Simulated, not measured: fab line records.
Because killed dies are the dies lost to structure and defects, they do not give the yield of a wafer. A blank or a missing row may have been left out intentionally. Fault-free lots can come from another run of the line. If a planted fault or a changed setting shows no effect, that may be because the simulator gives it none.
What tool caused it? :: flow nand harc :: 24 lots with 72 wafers sampled at 6 steps, on a route of 1302 steps

## WHAT THE GAUGES SHOWED, per wafer
NHARC_P_STI_INSPECT_25. Usual: 226 for raw defect count, sd 80.
lot: L074
measured: day 4 08:28
on: defect inspect-02
raw defect count: 266 337 164
flag: 

lot: L075
measured: day 5 01:40
on: defect inspect-01
raw defect count: 348 165 211
flag: 

lot: L076
measured: day 5 01:40
on: defect inspect-02
raw defect count: 381 368 295
flag: 

lot: L077
measured: day 5 08:18
on: defect inspect-02
raw defect count: 194 207 343
flag: 

lot: L078
measured: day 5 15:16
on: defect inspect-02
raw defect count: 103 151 124
flag: 

lot: L079
measured: day 6 06:07
on: defect inspect-02
raw defect count: 124 241 199
flag: 

lot: L080
measured: day 6 11:07
on: defect inspect-02
raw defect count: 263 184 367
flag: 

lot: L081
measured: day 7 00:46
on: defect inspect-02
raw defect count: 373 185 235
flag: 

lot: L082
measured: day 7 06:30
on: defect inspect-02
raw defect count: 162 80 128
flag: 

lot: L083
measured: day 7 21:47
on: defect inspect-01
raw defect count: 156 166 158
flag: 

lot: L084
measured: day 8 02:02
on: defect inspect-01
raw defect count: 350 246 298
flag: 

lot: L085
measured: day 8 12:29
on: defect inspect-01
raw defect count: 156 153 122
flag: 

lot: L086
measured: day 8 23:56
on: defect inspect-01
raw defect count: 239 171 235
flag: 

lot: L087
measured: day 9 08:37
on: defect inspect-01
raw defect count: 287 138 255
flag: 

lot: L088
measured: day 10 02:15
on: defect inspect-02
raw defect count: 207 243 144
flag: 

lot: L089
measured: day 10 02:15
on: defect inspect-01
raw defect count: 248 219 113
flag: 

lot: L090
measured: day 10 15:14
on: defect inspect-01
raw defect count: 135 102 209
flag: 

lot: L091
measured: day 11 05:52
on: defect inspect-02
raw defect count: 96 201 151
flag: 

lot: L092
measured: day 11 13:48
on: defect inspect-02
raw defect count: 343 302 185
flag: 

lot: L093
measured: day 11 20:14
on: defect inspect-01
raw defect count: 316 276 196
flag: 

lot: L094
measured: day 12 06:20
on: defect inspect-01
raw defect count: 340 277 389
flag: 

lot: L095
measured: day 12 16:46
on: defect inspect-02
raw defect count: 251 325 303
flag: 

lot: L096
measured: day 13 07:30
on: defect inspect-02
raw defect count: 137 207 220
flag: 

lot: L097
measured: day 13 12:08
on: defect inspect-01
raw defect count: 192 127 174
flag: 

NHARC_P_CONTACT_CD_MEAS_12: the cd target is 90 nm. Usual: 89.6 nm for cd nm, sd 0.7.
lot: L074
measured: day 6 05:49
on: cd sem-01
cd nm (nm): 90.1 89.3 89.1
flag: 

lot: L075
measured: day 6 22:00
on: cd sem-02
cd nm (nm): 88.9 88.3 89.0
flag: 

lot: L076
measured: day 6 21:26
on: cd sem-01
cd nm (nm): 90.0 91.2 90.5
flag: 

lot: L077
measured: day 7 07:41
on: cd sem-03
cd nm (nm): 88.1 88.6 89.0
flag: 

lot: L078
measured: day 7 12:31
on: cd sem-01
cd nm (nm): 89.8 89.7 88.5
flag: 

lot: L079
measured: day 8 04:30
on: cd sem-01
cd nm (nm): 88.4 89.7 90.4
flag: 

lot: L080
measured: day 8 09:07
on: cd sem-03
cd nm (nm): 89.2 89.5 89.2
flag: 

lot: L081
measured: day 8 19:16
on: cd sem-01
cd nm (nm): 89.8 90.6 89.6
flag: 

lot: L082
measured: day 9 01:56
on: cd sem-01
cd nm (nm): 90.2 90.2 90.5
flag: 

lot: L083
measured: day 9 19:22
on: cd sem-01
cd nm (nm): 88.7 88.4 88.5
flag: 

lot: L084
measured: day 9 22:44
on: cd sem-01
cd nm (nm): 89.8 91.0 90.6
flag: 

lot: L085
measured: day 10 06:35
on: cd sem-01
cd nm (nm): 89.1 89.1 89.7
flag: 

lot: L086
measured: day 10 21:58
on: cd sem-02
cd nm (nm): 90.4 89.9 89.4
flag: 

lot: L087
measured: day 11 03:58
on: cd sem-02
cd nm (nm): 89.0 89.6 89.1
flag: 

lot: L088
measured: day 11 21:20
on: cd sem-03
cd nm (nm): 90.6 90.2 90.8
flag: 

lot: L089
measured: day 11 21:52
on: cd sem-03
cd nm (nm): 88.8 89.9 89.2
flag: 

lot: L090
measured: day 12 12:51
on: cd sem-02
cd nm (nm): 89.5 90.1 89.3
flag: 

lot: L091
measured: day 13 00:01
on: cd sem-02
cd nm (nm): 90.6 89.2 90.1
flag: 

lot: L092
measured: day 13 12:03
on: cd sem-03
cd nm (nm): 89.6 90.0 89.3
flag: 

lot: L093
measured: day 13 19:08
on: cd sem-02
cd nm (nm): 89.1 89.6 89.6
flag: 

lot: L094
measured: day 14 06:37
on: cd sem-03
cd nm (nm): 90.9 89.9 91.6
flag: 

lot: L095
measured: day 14 13:34
on: cd sem-02
cd nm (nm): 89.5 89.4 88.4
flag: 

lot: L096
measured: day 15 02:28
on: cd sem-01
cd nm (nm): 89.2 89.5 88.7
flag: 

lot: L097
measured: day 15 09:20
on: cd sem-01
cd nm (nm): 90.1 89.1 89.1
flag: 

NHARC_P_M0_CD_MEAS_09: the cd target is 90 nm. Usual: 89.9 nm for cd nm, sd 0.66.
lot: L074
measured: day 6 09:57
on: cd sem-02
cd nm (nm): 89.6 88.8 89.2
flag: 

lot: L075
measured: day 7 02:10
on: cd sem-03
cd nm (nm): 89.4 89.3 89.7
flag: 

lot: L076
measured: day 7 01:28
on: cd sem-03
cd nm (nm): 89.3 89.8 90.7
flag: 

lot: L077
measured: day 7 11:52
on: cd sem-02
cd nm (nm): 89.7 89.8 88.5
flag: 

lot: L078
measured: day 7 16:35
on: cd sem-01
cd nm (nm): 89.3 89.7 89.9
flag: 

lot: L079
measured: day 8 08:35
on: cd sem-02
cd nm (nm): 90.9 90.4 90.5
flag: 

lot: L080
measured: day 8 13:23
on: cd sem-01
cd nm (nm): 90.7 90.7 91.2
flag: 

lot: L081
measured: day 8 23:29
on: cd sem-03
cd nm (nm): 89.6 89.7 89.0
flag: 

lot: L082
measured: day 9 05:58
on: cd sem-01
cd nm (nm): 89.3 90.6 89.8
flag: 

lot: L083
measured: day 9 23:43
on: cd sem-01
cd nm (nm): 90.1 91.1 90.4
flag: 

lot: L084
measured: day 10 02:56
on: cd sem-01
cd nm (nm): 89.8 89.9 91.0
flag: 

lot: L085
measured: day 10 10:44
on: cd sem-01
cd nm (nm): 89.9 90.2 89.5
flag: 

lot: L086
measured: day 11 02:00
on: cd sem-03
cd nm (nm): 89.9 89.4 90.1
flag: 

lot: L087
measured: day 11 08:17
on: cd sem-02
cd nm (nm): 90.4 90.6 90.1
flag: 

lot: L088
measured: day 12 01:37
on: cd sem-03
cd nm (nm): 89.2 89.1 89.0
flag: 

lot: L089
measured: day 12 02:04
on: cd sem-02
cd nm (nm): 90.2 90.5 90.8
flag: 

lot: L090
measured: day 12 16:56
on: cd sem-03
cd nm (nm): 89.2 89.6 89.3
flag: 

lot: L091
measured: day 13 04:04
on: cd sem-01
cd nm (nm): 89.0 89.0 88.6
flag: 

lot: L092
measured: day 13 16:13
on: cd sem-01
cd nm (nm): 89.2 89.5 88.7
flag: 

lot: L093
measured: day 13 23:19
on: cd sem-01
cd nm (nm): 89.1 88.8 90.0
flag: 

lot: L094
measured: day 14 10:40
on: cd sem-03
cd nm (nm): 90.1 90.0 90.4
flag: 

lot: L095
measured: day 14 17:40
on: cd sem-02
cd nm (nm): 91.1 90.7 90.5
flag: 

lot: L096
measured: day 15 06:47
on: cd sem-02
cd nm (nm): 90.7 90.3 90.3
flag: 

lot: L097
measured: day 15 13:30
on: cd sem-03
cd nm (nm): 90.2 89.3 89.4
flag: 

## EACH LOT AND THE TOOL THAT RAN IT (in order: tool; ch and the chambers of the sampled wafers; start)
lot: L074
NHARC_P_ZERO_WELL_DESCUM_39: rie diel-02 ch 0,1,2, day 2 00:08
NHARC_P_GATE_RTA_64: rtp anneal-02 ch 0, day 6 03:04
NHARC_P_CONTACT_PVD_32: pvd sputter-01, day 6 09:57 or earlier

lot: L075
NHARC_P_ZERO_WELL_DESCUM_39: rie diel-09 ch 0,2, day 2 10:50
NHARC_P_GATE_RTA_64: rtp anneal-02 ch 0, day 6 19:10
NHARC_P_CONTACT_PVD_32: pvd sputter-01, day 7 02:10 or earlier

lot: L076
NHARC_P_ZERO_WELL_DESCUM_39: rie diel-09 ch 0,2, day 2 20:22
NHARC_P_GATE_RTA_64: rtp anneal-02 ch 0, day 6 18:16
NHARC_P_CONTACT_PVD_32: pvd sputter-03, day 7 01:28 or earlier

lot: L077
NHARC_P_ZERO_WELL_DESCUM_39: rie diel-02 ch 1,2,3, day 3 06:22
NHARC_P_GATE_RTA_64: rtp anneal-01 ch 0, day 7 04:55
NHARC_P_CONTACT_PVD_32: pvd sputter-02, day 7 11:52 or earlier

lot: L078
NHARC_P_ZERO_WELL_DESCUM_39: rie diel-09 ch 1,3, day 3 16:17
NHARC_P_GATE_RTA_64: rtp anneal-01 ch 0, day 7 09:42
NHARC_P_CONTACT_PVD_32: pvd sputter-03, day 7 16:35 or earlier

lot: L079
NHARC_P_ZERO_WELL_DESCUM_39: rie diel-09 ch 1,2, day 4 02:38
NHARC_P_GATE_RTA_64: rtp anneal-01 ch 0, day 8 01:37
NHARC_P_CONTACT_PVD_32: pvd sputter-01, day 8 08:35 or earlier

lot: L080
NHARC_P_ZERO_WELL_DESCUM_39: rie diel-08 ch 1,2, day 4 12:30
NHARC_P_GATE_RTA_64: rtp anneal-01 ch 0, day 8 06:15
NHARC_P_CONTACT_PVD_32: pvd sputter-02, day 8 13:23 or earlier

lot: L081
NHARC_P_ZERO_WELL_DESCUM_39: rie diel-08 ch 0,2,3, day 4 22:08
NHARC_P_GATE_RTA_64: rtp anneal-02 ch 0, day 8 16:25
NHARC_P_CONTACT_PVD_32: pvd sputter-02, day 8 23:29 or earlier

lot: L082
NHARC_P_ZERO_WELL_DESCUM_39: rie diel-08 ch 0,1, day 5 08:26
NHARC_P_GATE_RTA_64: rtp anneal-02 ch 0, day 8 22:52
NHARC_P_CONTACT_PVD_32: pvd sputter-02, day 9 05:58 or earlier

lot: L083
NHARC_P_ZERO_WELL_DESCUM_39: rie diel-02 ch 1,2, day 5 18:16
NHARC_P_GATE_RTA_64: rtp anneal-02 ch 0, day 9 16:29
NHARC_P_CONTACT_PVD_32: pvd sputter-01, day 9 23:43 or earlier

lot: L084
NHARC_P_ZERO_WELL_DESCUM_39: rie diel-08 ch 0,2,3, day 6 04:24
NHARC_P_GATE_RTA_64: rtp anneal-01 ch 0, day 9 19:53
NHARC_P_CONTACT_PVD_32: pvd sputter-03, day 10 02:56 or earlier

lot: L085
NHARC_P_ZERO_WELL_DESCUM_39: rie diel-09 ch 0,1,3, day 6 14:01
NHARC_P_GATE_RTA_64: rtp anneal-01 ch 0, day 10 03:53
NHARC_P_CONTACT_PVD_32: pvd sputter-01, day 10 10:44 or earlier

lot: L086
NHARC_P_ZERO_WELL_DESCUM_39: rie diel-02 ch 0,3, day 7 00:18
NHARC_P_GATE_RTA_64: rtp anneal-02 ch 0, day 10 19:09
NHARC_P_CONTACT_PVD_32: pvd sputter-03, day 11 02:00 or earlier

lot: L087
NHARC_P_ZERO_WELL_DESCUM_39: rie diel-08 ch 1,2,3, day 7 10:14
NHARC_P_GATE_RTA_64: rtp anneal-01 ch 0, day 11 00:58
NHARC_P_CONTACT_PVD_32: pvd sputter-02, day 11 08:17 or earlier

lot: L088
NHARC_P_ZERO_WELL_DESCUM_39: rie diel-02 ch 0,1,3, day 7 20:18
NHARC_P_GATE_RTA_64: rtp anneal-01 ch 0, day 11 18:14
NHARC_P_CONTACT_PVD_32: pvd sputter-03, day 12 01:37 or earlier

lot: L089
NHARC_P_ZERO_WELL_DESCUM_39: rie diel-09 ch 0,2,3, day 8 06:16
NHARC_P_GATE_RTA_64: rtp anneal-01 ch 0, day 11 18:59
NHARC_P_CONTACT_PVD_32: pvd sputter-02, day 12 02:04 or earlier

lot: L090
NHARC_P_ZERO_WELL_DESCUM_39: rie diel-09 ch 0,3, day 8 16:29
NHARC_P_GATE_RTA_64: rtp anneal-02 ch 0, day 12 10:07
NHARC_P_CONTACT_PVD_32: pvd sputter-03, day 12 16:56 or earlier

lot: L091
NHARC_P_ZERO_WELL_DESCUM_39: rie diel-09 ch 1,3, day 9 02:22
NHARC_P_GATE_RTA_64: rtp anneal-02 ch 0, day 12 21:10
NHARC_P_CONTACT_PVD_32: pvd sputter-01, day 13 04:04 or earlier

lot: L092
NHARC_P_ZERO_WELL_DESCUM_39: rie diel-02 ch 0,1,3, day 9 12:17
NHARC_P_GATE_RTA_64: rtp anneal-02 ch 0, day 13 09:11
NHARC_P_CONTACT_PVD_32: pvd sputter-02, day 13 16:13 or earlier

lot: L093
NHARC_P_ZERO_WELL_DESCUM_39: rie diel-08 ch 0,1, day 9 22:22
NHARC_P_GATE_RTA_64: rtp anneal-02 ch 0, day 13 16:16
NHARC_P_CONTACT_PVD_32: pvd sputter-02, day 13 23:19 or earlier

lot: L094
NHARC_P_ZERO_WELL_DESCUM_39: rie diel-08 ch 1,2,3, day 10 09:41
NHARC_P_GATE_RTA_64: rtp anneal-02 ch 0, day 14 03:38
NHARC_P_CONTACT_PVD_32: pvd sputter-02, day 14 10:40 or earlier

lot: L095
NHARC_P_ZERO_WELL_DESCUM_39: rie diel-08 ch 0,3, day 10 18:23
NHARC_P_GATE_RTA_64: rtp anneal-01 ch 0, day 14 10:45
NHARC_P_CONTACT_PVD_32: pvd sputter-01, day 14 17:40 or earlier

lot: L096
NHARC_P_ZERO_WELL_DESCUM_39: rie diel-08 ch 0,1,3, day 11 04:19
NHARC_P_GATE_RTA_64: rtp anneal-01 ch 0, day 14 23:40
NHARC_P_CONTACT_PVD_32: pvd sputter-01, day 15 06:47 or earlier

lot: L097
NHARC_P_ZERO_WELL_DESCUM_39: rie diel-09 ch 1,2,3, day 11 14:08
NHARC_P_GATE_RTA_64: rtp anneal-02 ch 0, day 15 06:29
NHARC_P_CONTACT_PVD_32: pvd sputter-02, day 15 13:30 or earlier
- NHARC_P_ZERO_WELL_DESCUM_39: chemistry O2, time 3 s.
- NHARC_P_GATE_RTA_64: time 1 s.
- NHARC_P_CONTACT_PVD_32: deposits Ti, target thk 5 nm, time 17.7 s.

## WHAT THE TOOLS THEMSELVES READ (means of the sampled wafers that have a number; where no wafer has one, the mark that the record gives instead)
NHARC_P_ZERO_WELL_DESCUM_39. Usual: chamber pressure mTorr 60.00 mTorr, standard deviation 0.056; drypump motor current A 5.6 A, standard deviation 0.6; oes product au 0.999 a.u., standard deviation 0.013; rf vpp V 58.0 V, standard deviation 0.9; showerhead plenum p Torr 1.93 Torr, standard deviation 0.086; throttle valve pct 11.312 %, standard deviation 0.0098.
lot: L074
tool: rie diel-02
chamber pressure mTorr (mTorr): 59.95
drypump motor current A (A): 6.2
oes product au (a.u.): 0.991
rf vpp V (V): 58.0
showerhead plenum p Torr (Torr): 1.91
throttle valve pct (%): 11.302
flag: 

lot: L075
tool: rie diel-09
chamber pressure mTorr (mTorr): 60.04
drypump motor current A (A): 5.4
oes product au (a.u.): 0.979
rf vpp V (V): 58.5
showerhead plenum p Torr (Torr): 1.90
throttle valve pct (%): 11.317
flag: 

lot: L076
tool: rie diel-09
chamber pressure mTorr (mTorr): 59.98
drypump motor current A (A): 5.4
oes product au (a.u.): 0.975
rf vpp V (V): 57.5
showerhead plenum p Torr (Torr): 1.90
throttle valve pct (%): 11.313
flag: 

lot: L077
tool: rie diel-02
chamber pressure mTorr (mTorr): 59.96
drypump motor current A (A): 5.7
oes product au (a.u.): 0.997
rf vpp V (V): 57.1
showerhead plenum p Torr (Torr): 1.95
throttle valve pct (%): 11.315
flag: 

lot: L078
tool: rie diel-09
chamber pressure mTorr (mTorr): 59.98
drypump motor current A (A): 5.7
oes product au (a.u.): 0.988
rf vpp V (V): 58.1
showerhead plenum p Torr (Torr): 1.94
throttle valve pct (%): 11.311
flag: 

lot: L079
tool: rie diel-09
chamber pressure mTorr (mTorr): 60.04
drypump motor current A (A): 5.8
oes product au (a.u.): 0.988
rf vpp V (V): 57.8
showerhead plenum p Torr (Torr): 1.89
throttle valve pct (%): 11.307
flag: 

lot: L080
tool: rie diel-08
chamber pressure mTorr (mTorr): 60.02
drypump motor current A (A): 5.6
oes product au (a.u.): 1.009
rf vpp V (V): 56.7
showerhead plenum p Torr (Torr): 1.83
throttle valve pct (%): 11.304
flag: 

lot: L081
tool: rie diel-08
chamber pressure mTorr (mTorr): 60.01
drypump motor current A (A): 5.3
oes product au (a.u.): 1.013
rf vpp V (V): 57.5
showerhead plenum p Torr (Torr): 1.91
throttle valve pct (%): 11.301
flag: 

lot: L082
tool: rie diel-08
chamber pressure mTorr (mTorr): 60.01
drypump motor current A (A): 5.6
oes product au (a.u.): 1.007
rf vpp V (V): 57.3
showerhead plenum p Torr (Torr): 1.81
throttle valve pct (%): 11.320
flag: 

lot: L083
tool: rie diel-02
chamber pressure mTorr (mTorr): 60.02
drypump motor current A (A): 5.9
oes product au (a.u.): 0.999
rf vpp V (V): 58.3
showerhead plenum p Torr (Torr): 1.98
throttle valve pct (%): 11.313
flag: 

lot: L084
tool: rie diel-08
chamber pressure mTorr (mTorr): 59.97
drypump motor current A (A): 5.3
oes product au (a.u.): 1.015
rf vpp V (V): 57.2
showerhead plenum p Torr (Torr): 1.91
throttle valve pct (%): 11.312
flag: 

lot: L085
tool: rie diel-09
chamber pressure mTorr (mTorr): 60.02
drypump motor current A (A): 5.7
oes product au (a.u.): 0.990
rf vpp V (V): 58.7
showerhead plenum p Torr (Torr): 1.98
throttle valve pct (%): 11.315
flag: 

lot: L086
tool: rie diel-02
chamber pressure mTorr (mTorr): 60.02
drypump motor current A (A): 6.1
oes product au (a.u.): 1.002
rf vpp V (V): 59.2
showerhead plenum p Torr (Torr): 2.00
throttle valve pct (%): 11.310
flag: 

lot: L087
tool: rie diel-08
chamber pressure mTorr (mTorr): 60.00
drypump motor current A (A): 5.3
oes product au (a.u.): 1.009
rf vpp V (V): 57.1
showerhead plenum p Torr (Torr): 1.87
throttle valve pct (%): 11.321
flag: 

lot: L088
tool: rie diel-02
chamber pressure mTorr (mTorr): 59.98
drypump motor current A (A): 6.0
oes product au (a.u.): 1.006
rf vpp V (V): 58.3
showerhead plenum p Torr (Torr): 1.97
throttle valve pct (%): 11.316
flag: 

lot: L089
tool: rie diel-09
chamber pressure mTorr (mTorr): 59.95
drypump motor current A (A): 5.3
oes product au (a.u.): 0.993
rf vpp V (V): 57.5
showerhead plenum p Torr (Torr): 1.93
throttle valve pct (%): 11.320
flag: 

lot: L090
tool: rie diel-09
chamber pressure mTorr (mTorr): 60.02
drypump motor current A (A): 5.6
oes product au (a.u.): 0.992
rf vpp V (V): 59.0
showerhead plenum p Torr (Torr): 2.02
throttle valve pct (%): 11.310
flag: 

lot: L091
tool: rie diel-09
chamber pressure mTorr (mTorr): 60.00
drypump motor current A (A): 5.7
oes product au (a.u.): 0.993
rf vpp V (V): 58.1
showerhead plenum p Torr (Torr): 1.93
throttle valve pct (%): 11.306
flag: 

lot: L092
tool: rie diel-02
chamber pressure mTorr (mTorr): 60.02
drypump motor current A (A): 5.9
oes product au (a.u.): 1.003
rf vpp V (V): 58.1
showerhead plenum p Torr (Torr): 1.96
throttle valve pct (%): 11.317
flag: 

lot: L093
tool: rie diel-08
chamber pressure mTorr (mTorr): 59.96
drypump motor current A (A): 5.6
oes product au (a.u.): 1.006
rf vpp V (V): 57.8
showerhead plenum p Torr (Torr): 1.93
throttle valve pct (%): 11.306
flag: 

lot: L094
tool: rie diel-08
chamber pressure mTorr (mTorr): 59.96
drypump motor current A (A): 5.3
oes product au (a.u.): 1.002
rf vpp V (V): 58.3
showerhead plenum p Torr (Torr): 1.97
throttle valve pct (%): 11.322
flag: 

lot: L095
tool: rie diel-08
chamber pressure mTorr (mTorr): 60.08
drypump motor current A (A): 5.1
oes product au (a.u.): 1.017
rf vpp V (V): 58.2
showerhead plenum p Torr (Torr): 1.90
throttle valve pct (%): 11.308
flag: 

lot: L096
tool: rie diel-08
chamber pressure mTorr (mTorr): 59.98
drypump motor current A (A): 5.4
oes product au (a.u.): 1.011
rf vpp V (V): 57.8
showerhead plenum p Torr (Torr): 1.95
throttle valve pct (%): 11.312
flag: 

lot: L097
tool: rie diel-09
chamber pressure mTorr (mTorr): 60.02
drypump motor current A (A): 5.3
oes product au (a.u.): 0.995
rf vpp V (V): 58.3
showerhead plenum p Torr (Torr): 1.88
throttle valve pct (%): 11.311
flag: 

NHARC_P_GATE_RTA_64. Usual: anneal temp c max 1056.6, standard deviation 2; lamp power pct 32.0 %, standard deviation 1.4; wafer_temp_C_max 1054.2, standard deviation 0.79.
lot: L074
tool: rtp anneal-02
anneal temp c max: 1060.4
lamp power pct (%): 30.8
wafer_temp_C_max: 1054.6
flag: 

lot: L075
tool: rtp anneal-02
anneal temp c max: 1058.3
lamp power pct (%): 30.7
wafer_temp_C_max: 1055.4
flag: 

lot: L076
tool: rtp anneal-02
anneal temp c max: 1057.7
lamp power pct (%): 30.7
wafer_temp_C_max: 1053.7
flag: 

lot: L077
tool: rtp anneal-01
anneal temp c max: 1055.4
lamp power pct (%): 33.6
wafer_temp_C_max: 1054.4
flag: 

lot: L078
tool: rtp anneal-01
anneal temp c max: 1055.3
lamp power pct (%): 33.6
wafer_temp_C_max: 1054.5
flag: 

lot: L079
tool: rtp anneal-01
anneal temp c max: 1054.6
lamp power pct (%): 33.5
wafer_temp_C_max: 1054.6
flag: 

lot: L080
tool: rtp anneal-01
anneal temp c max: 1054.9
lamp power pct (%): 33.5
wafer_temp_C_max: 1053.5
flag: 

lot: L081
tool: rtp anneal-02
anneal temp c max: 1058.6
lamp power pct (%): 30.7
wafer_temp_C_max: 1054.2
flag: 

lot: L082
tool: rtp anneal-02
anneal temp c max: 1058.5
lamp power pct (%): 30.7
wafer_temp_C_max: 1054.6
flag: 

lot: L083
tool: rtp anneal-02
anneal temp c max: 1057.6
lamp power pct (%): 30.7
wafer_temp_C_max: 1054.4
flag: 

lot: L084
tool: rtp anneal-01
anneal temp c max: 1055.7
lamp power pct (%): 33.5
wafer_temp_C_max: 1053.8
flag: 

lot: L085
tool: rtp anneal-01
anneal temp c max: 1055.4
lamp power pct (%): 33.6
wafer_temp_C_max: 1053.8
flag: 

lot: L086
tool: rtp anneal-02
anneal temp c max: 1059.3
lamp power pct (%): 30.7
wafer_temp_C_max: 1053.7
flag: 

lot: L087
tool: rtp anneal-01
anneal temp c max: 1054.5
lamp power pct (%): 33.6
wafer_temp_C_max: 1054.2
flag: 

lot: L088
tool: rtp anneal-01
anneal temp c max: 1054.2
lamp power pct (%): 33.4
wafer_temp_C_max: 1054.1
flag: 

lot: L089
tool: rtp anneal-01
anneal temp c max: 1054.6
lamp power pct (%): 33.6
wafer_temp_C_max: 1053.7
flag: 

lot: L090
tool: rtp anneal-02
anneal temp c max: 1056.5
lamp power pct (%): 30.7
wafer_temp_C_max: 1054.0
flag: 

lot: L091
tool: rtp anneal-02
anneal temp c max: 1057.5
lamp power pct (%): 30.8
wafer_temp_C_max: 1054.7
flag: 

lot: L092
tool: rtp anneal-02
anneal temp c max: 1056.9
lamp power pct (%): 30.7
wafer_temp_C_max: 1053.7
flag: 

lot: L093
tool: rtp anneal-02
anneal temp c max: 1057.8
lamp power pct (%): 30.7
wafer_temp_C_max: 1054.8
flag: 

lot: L094
tool: rtp anneal-02
anneal temp c max: 1059.0
lamp power pct (%): 30.7
wafer_temp_C_max: 1055.4
flag: 

lot: L095
tool: rtp anneal-01
anneal temp c max: 1054.8
lamp power pct (%): 33.5
wafer_temp_C_max: 1053.6
flag: 

lot: L096
tool: rtp anneal-01
anneal temp c max: 1055.1
lamp power pct (%): 33.6
wafer_temp_C_max: 1053.8
flag: 

lot: L097
tool: rtp anneal-02
anneal temp c max: 1057.4
lamp power pct (%): 30.7
wafer_temp_C_max: 1054.5
flag: 

NHARC_P_CONTACT_PVD_32. Usual: substrate temp c 200.01 C, standard deviation 0.15; throttle valve pct 29.9 %, standard deviation 0.88.
lot: L074
tool: pvd sputter-01
substrate temp c (C): 200.02
throttle valve pct (%): 29.4
flag: 

lot: L075
tool: pvd sputter-01
substrate temp c (C): 199.97
throttle valve pct (%): 28.7
flag: 

lot: L076
tool: pvd sputter-03
substrate temp c (C): 200.01
throttle valve pct (%): 28.5
flag: 

lot: L077
tool: pvd sputter-02
substrate temp c (C): 199.95
throttle valve pct (%): 30.3
flag: 

lot: L078
tool: pvd sputter-03
substrate temp c (C): 199.92
throttle valve pct (%): 28.7
flag: 

lot: L079
tool: pvd sputter-01
substrate temp c (C): 200.07
throttle valve pct (%): 30.2
flag: 

lot: L080
tool: pvd sputter-02
substrate temp c (C): 200.04
throttle valve pct (%): 30.4
flag: 

lot: L081
tool: pvd sputter-02
substrate temp c (C): 200.14
throttle valve pct (%): 30.2
flag: 

lot: L082
tool: pvd sputter-02
substrate temp c (C): 200.03
throttle valve pct (%): 30.4
flag: 

lot: L083
tool: pvd sputter-01
substrate temp c (C): 200.13
throttle valve pct (%): 29.2
flag: 

lot: L084
tool: pvd sputter-03
substrate temp c (C): 199.98
throttle valve pct (%): 29.0
flag: 

lot: L085
tool: pvd sputter-01
substrate temp c (C): 199.96
throttle valve pct (%): 30.3
flag: 

lot: L086
tool: pvd sputter-03
substrate temp c (C): 200.26
throttle valve pct (%): 29.2
flag: 

lot: L087
tool: pvd sputter-02
substrate temp c (C): 200.12
throttle valve pct (%): 30.6
flag: 

lot: L088
tool: pvd sputter-03
substrate temp c (C): 199.99
throttle valve pct (%): 29.4
flag: 

lot: L089
tool: pvd sputter-02
substrate temp c (C): 199.99
throttle valve pct (%): 30.6
flag: 

lot: L090
tool: pvd sputter-03
substrate temp c (C): 199.98
throttle valve pct (%): 29.0
flag: 

lot: L091
tool: pvd sputter-01
substrate temp c (C): 200.01
throttle valve pct (%): 29.9
flag: 

lot: L092
tool: pvd sputter-02
substrate temp c (C): 199.93
throttle valve pct (%): 30.3
flag: 

lot: L093
tool: pvd sputter-02
substrate temp c (C): 199.87
throttle valve pct (%): 30.5
flag: 

lot: L094
tool: pvd sputter-02
substrate temp c (C): 200.00
throttle valve pct (%): 30.2
flag: 

lot: L095
tool: pvd sputter-01
substrate temp c (C): 200.00
throttle valve pct (%): 29.0
flag: 

lot: L096
tool: pvd sputter-01
substrate temp c (C): 200.06
throttle valve pct (%): 28.6
flag: 

lot: L097
tool: pvd sputter-02
substrate temp c (C): 199.96
throttle valve pct (%): 30.1
flag: 

## THE ANSWER, worked out from the rows above alone
Rule: lot off if the mean of its wafers having a number is beyond 3 standard deviations from the usual mean. A lot without any number at a reading at which 4 lots or more have one is off too. All remaining lots with rows at the step are treated as sound. After the gauges, taken in route order, come the tools' own readings; for these a lot's mean is taken, as printed above. The first step at which some lot is off is used, and at that step the reading that is off furthest; a lot without a number counts as furthest.
No lot is off at any reading shown: from this, nothing can be told.

## WHAT THE SIMULATOR PUT IN
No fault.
